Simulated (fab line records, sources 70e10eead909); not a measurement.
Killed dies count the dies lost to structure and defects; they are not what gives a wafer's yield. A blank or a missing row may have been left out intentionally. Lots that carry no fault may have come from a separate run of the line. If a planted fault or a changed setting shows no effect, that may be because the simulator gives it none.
Matching of chambers -- flow nand-harc -- 4 sister chambers for NHARC_A_SGD_CUT_CMP_21 on cmp-01
The step polishes, target thk 148.19 nm. 18 wafers are shown with their chamber, then 9 later ones without.

WAFERS, EACH WITH ITS CHAMBER
wafer,chamber,motor-current-A (A),time-to-endpoint-s (s),retaining-ring-pressure-frac
L074.1,2,11.6,50.6,1.009
L074.3,1,12.3,51.1,0.998
L074.5,0,10.7,53.4,1.006
L076.1,2,12.1,51.8,1.007
L076.2,1,13.2,51.1,1.003
L076.5,2,11.5,49.1,1.004
L078.2,2,11.4,46.9,1.004
L078.5,1,12.3,51.0,1.003
L078.6,2,11.6,46.6,0.999
L079.1,2,11.1,50.0,0.993
L079.4,3,13.2,48.9,0.997
L079.6,0,11.7,50.9,1.001
L081.1,1,12.2,52.9,1.005
L081.3,0,10.7,52.3,0.995
L081.6,1,11.7,55.2,0.999
L084.2,3,13.9,48.4,1.002
L084.3,2,11.0,51.1,1.006
L084.6,1,12.3,50.2,1.007

SIGNATURES (averages over the wafers above)
reading,chamber 0,chamber 1,chamber 2,chamber 3,scatter within a chamber
motor-current-A,11.033,12.333,11.471,13.550,0.454
time-to-endpoint-s,52.200,51.917,49.443,48.650,1.79
retaining-ring-pressure-frac,1.00067,1.00250,1.00314,0.99950,0.00472
Rule: a wafer lies at a distance from a chamber equal to the root of the sum of squares, over the readings, of (its reading less the chamber's mean, divided by the reading's scatter). The wafer belongs to the nearest chamber; if the next one is less than 2 further off, it can't be placed. The scatter: the root of (the sum of the squares of (reading less its chamber's mean) over the shown wafers, divided by (wafers less chambers)).

WAFERS MISSING THEIR CHAMBER
wafer,motor-current-A (A),time-to-endpoint-s (s),retaining-ring-pressure-frac
L091.1,13.8,49.5,1.002
L091.3,10.8,51.8,0.999
L091.5,13.5,50.4,1.001
L089.1,12.3,50.8,1.000
L089.4,10.4,53.0,0.994
L089.5,12.4,49.7,1.000
L096.1,11.3,49.9,0.996
L096.4,13.8,50.2,0.994
L096.5,13.2,48.3,1.000

CHAMBER TAKEN BY EACH
wafer,from the rows above,in truth
L091.1,3,3
L091.3,can't be placed: 0 or 2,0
L091.5,can't be placed: 3 or 1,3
L089.1,can't be placed: 1 or 2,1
L089.4,can't be placed: 0 or 2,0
L089.5,can't be placed: 1 or 2 or 3 or 0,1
L096.1,can't be placed: 2 or 0 or 1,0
L096.4,3,3
L096.5,3,3
Correct placement for 3 of the 9. Cannot be placed on the basis of these rows: 6; the candidates contain the true chamber in 6. Placed wrongly: 0.
